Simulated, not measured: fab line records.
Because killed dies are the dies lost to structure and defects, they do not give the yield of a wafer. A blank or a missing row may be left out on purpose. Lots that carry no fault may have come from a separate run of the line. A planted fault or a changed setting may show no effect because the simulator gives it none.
Chamber matching -- flow n5-finfet -- 3 sister chambers for N5_BEOL_M14_DEP_53 on pecvd-03
The step deposits SiCN from 3MS/NH3, target thk 50 nm, time 17.8 s. 3 wafers are shown with their chamber, then 8 later ones without.

## WAFERS WITH THEIR CHAMBER
wafer,chamber,throttle-valve-pct (%)
L089.1,0,21.3
L089.6,2,18.1
L092.1,1,17.3

## WAFERS WITH NO CHAMBER GIVEN
wafer,throttle-valve-pct (%)
L092.3,20.8
L092.5,21.2
L090.1,18.2
L090.3,18.0
L090.5,18.4
L097.1,18.4
L097.4,21.1
L097.6,18.2

## THE CHAMBER EACH PASSED THROUGH
wafer,from the rows above,in truth
L092.3,0,0
L092.5,0,0
L090.1,2,2
L090.3,2,2
L090.5,2,2
L097.1,2,2
L097.4,0,0
L097.6,2,2
Correct placement for 8 of the 8. Number that these rows cannot place: 0. 0 placed wrongly.
How it was worked out, from the rows above alone: a wafer's distance from a chamber is the root of the sum, over the readings, of the square of ((its reading less the chamber's mean) divided by the reading's scatter). If the next closest chamber is less than 2 further off than the closest, the wafer can't be placed; otherwise it belongs to the closest. Each chamber's mean is taken over the wafers shown for it. The scatter: with one shown wafer a chamber, the root of the mean of the squares of how far each hidden wafer lies from its nearest shown one.
